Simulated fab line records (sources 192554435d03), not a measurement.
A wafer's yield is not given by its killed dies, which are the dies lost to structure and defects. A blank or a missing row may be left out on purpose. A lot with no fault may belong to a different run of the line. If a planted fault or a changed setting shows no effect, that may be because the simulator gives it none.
The tool behind it: which one? || flow n5 finfet || 12 lots, 36 wafers sampled, at 2 steps of a route of 1938

## WHAT THE GAUGES SHOWED, per wafer
N5_BEOL_M0_SAQP_OVL_MEAS_15.
{"lot": "L075", "measured": "day 5 19:56", "on": "overlay-02", "M0_CORE_OVL (nm)": "-1.2 0.4 -1.9"}
{"lot": "L077", "measured": "day 6 07:33", "on": "overlay-02", "M0_CORE_OVL (nm)": "-0.1 -0.7 -0.3"}
{"lot": "L079", "measured": "day 6 15:58", "on": "overlay-01", "M0_CORE_OVL (nm)": "-1.0 -0.6 0.1"}
{"lot": "L081", "measured": "day 7 04:59", "on": "overlay-02", "M0_CORE_OVL (nm)": "-0.6 0.2 0.7"}
{"lot": "L083", "measured": "day 7 20:14", "on": "overlay-02", "M0_CORE_OVL (nm)": "-0.3 -0.7 -0.1"}
{"lot": "L086", "measured": "day 8 07:52", "on": "overlay-01", "M0_CORE_OVL (nm)": "0.1 -0.7 -0.7"}
{"lot": "L087", "measured": "day 8 20:54", "on": "overlay-01", "M0_CORE_OVL (nm)": "-1.3 -1.6 -1.7"}
{"lot": "L089", "measured": "day 9 07:16", "on": "overlay-02", "M0_CORE_OVL (nm)": "-0.6 1.1 -0.3"}
{"lot": "L091", "measured": "day 9 20:26", "on": "overlay-01", "M0_CORE_OVL (nm)": "0.3 -0.7 0.8"}
{"lot": "L093", "measured": "day 10 07:34", "on": "overlay-02", "M0_CORE_OVL (nm)": "-0.4 -1.1 -0.7"}
{"lot": "L095", "measured": "day 10 18:36", "on": "overlay-02", "M0_CORE_OVL (nm)": "0.5 -0.9 -1.0"}
{"lot": "L097", "measured": "day 11 05:48", "on": "overlay-02", "M0_CORE_OVL (nm)": "0.7 0.0 -0.8"}

## WHICH TOOL RAN EACH LOT (tool, then ch and the chambers of the sampled wafers, then the start)
{"lot": "L075", "N5_MOL_CONTACT_COAG_CVD_140": "cvd w-01 ch 0,1, day 5 12:56"}
{"lot": "L077", "N5_MOL_CONTACT_COAG_CVD_140": "cvd w-01 ch 0,1, day 6 02:38"}
{"lot": "L079", "N5_MOL_CONTACT_COAG_CVD_140": "cvd w-01 ch 0,1, day 6 10:19"}
{"lot": "L081", "N5_MOL_CONTACT_COAG_CVD_140": "cvd w-02 ch 0,1, day 6 23:31"}
{"lot": "L083", "N5_MOL_CONTACT_COAG_CVD_140": "cvd w-02 ch 0,1, day 7 14:32"}
{"lot": "L086", "N5_MOL_CONTACT_COAG_CVD_140": "cvd w-01 ch 0,1, day 8 01:58"}
{"lot": "L087", "N5_MOL_CONTACT_COAG_CVD_140": "cvd w-01 ch 0,1, day 8 15:12"}
{"lot": "L089", "N5_MOL_CONTACT_COAG_CVD_140": "cvd w-02 ch 0,1, day 9 01:01"}
{"lot": "L091", "N5_MOL_CONTACT_COAG_CVD_140": "cvd w-02 ch 0,1, day 9 13:14"}
{"lot": "L093", "N5_MOL_CONTACT_COAG_CVD_140": "cvd w-02 ch 0,1, day 10 01:04"}
{"lot": "L095", "N5_MOL_CONTACT_COAG_CVD_140": "cvd w-02 ch 0,1, day 10 13:08"}
{"lot": "L097", "N5_MOL_CONTACT_COAG_CVD_140": "cvd w-02 ch 0,1, day 11 00:23"}
- N5_MOL_CONTACT_COAG_CVD_140: deposits W, target thk 66.5 nm, time 215 s.

## THE ANSWER, worked out from the rows above alone
Rule: usual is defined by the lots themselves. The widest of any qualifying gaps counts: lots, ordered by their means at a reading, are off when they make up no more than a third of the lots, leave a main group of 4 or more, and stand apart from it by 3 or more times the standard deviation of that group's means. The tables above print the reading to a certain number of digits; a main group whose means all agree to those digits is not used. Also off: a lot with no number at a reading for which 4 or more lots have one. All remaining lots with rows at the step are treated as sound.
None of the lots is off at any reading shown; this tells nothing.

## WHAT THE SIMULATOR HAD INSERTED
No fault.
